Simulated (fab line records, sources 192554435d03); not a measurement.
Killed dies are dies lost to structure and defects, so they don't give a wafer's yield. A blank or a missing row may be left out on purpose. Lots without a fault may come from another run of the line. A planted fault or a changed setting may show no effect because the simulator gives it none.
Chamber matching | flow n5_finfet | N5_BEOL_M13_DEP_53 on pecvd-01: 3 sister chambers
The step deposits SiCN from 3MS/NH3, target thk 50 nm, time 17.8 s. 20 wafers are shown with their chamber, then 10 later ones without.

WAFERS WITH THEIR CHAMBER
wafer  | chamber | throttle_valve_pct (%) | showerhead_plenum_p_Torr (Torr)
L074.1 | 0       | 18.3                   | 4.198
L074.4 | 0       | 18.4                   | 4.195
L074.5 | 1       | 19.0                   | 4.153
L078.1 | 1       | 18.8                   | 4.157
L078.4 | 1       | 19.2                   | 4.163
L078.5 | 0       | 18.7                   | 4.193
L084.1 | 1       | 18.9                   | 4.154
L084.4 | 1       | 18.9                   | 4.160
L084.5 | 1       | 18.7                   | 4.156
L082.2 | 1       | 19.0                   | 4.168
L082.4 | 1       | 19.0                   | 4.162
L082.5 | 1       | 19.1                   | 4.153
L088.1 | 2       | 16.7                   | 4.183
L088.2 | 0       | 18.5                   | 4.200
L088.3 | 1       | 18.8                   | 4.158
L090.1 | 0       | 18.7                   | 4.188
L090.4 | 2       | 17.1                   | 4.172
L090.5 | 0       | 18.2                   | 4.189
L089.1 | 2       | 16.9                   | 4.169
L089.4 | 2       | 17.0                   | 4.166

SIGNATURES (means of the wafers above)
reading                  | chamber 0 | chamber 1 | chamber 2 | scatter within a chamber
throttle_valve_pct       | 18.467    | 18.940    | 16.925    | 0.172
showerhead_plenum_p_Torr | 4.19383   | 4.15840   | 4.17250   | 0.00539
Rule: a wafer's distance from a chamber is the root of the sum, over the readings, of the square of ((its reading less the chamber's mean) divided by the reading's scatter). The wafer belongs to the nearest chamber; if the next one is less than 2 further off, it can't be placed. The scatter: the root of (the sum of the squares of (reading less its chamber's mean) over the shown wafers, divided by (wafers less chambers)).

WAFERS WITHOUT THEIR CHAMBER
wafer  | throttle_valve_pct (%) | showerhead_plenum_p_Torr (Torr)
L089.6 | 19.0                   | 4.164
L095.3 | 18.7                   | 4.192
L095.5 | 19.0                   | 4.156
L095.6 | 18.6                   | 4.201
L094.1 | 18.9                   | 4.164
L094.5 | 18.5                   | 4.193
L094.6 | 19.0                   | 4.148
L097.2 | 18.3                   | 4.180
L097.4 | 18.6                   | 4.189
L097.6 | 19.2                   | 4.149

WHICH CHAMBER EACH WENT THROUGH
wafer  | from the rows above | in truth
L089.6 | 1                   | 1
L095.3 | 0                   | 0
L095.5 | 1                   | 1
L095.6 | 0                   | 0
L094.1 | 1                   | 1
L094.5 | 0                   | 0
L094.6 | 1                   | 1
L097.2 | 0                   | 0
L097.4 | 0                   | 0
L097.6 | 1                   | 1
Placed correctly: 10 of 10. Can't be placed from these rows: 0. Placed wrongly: 0.
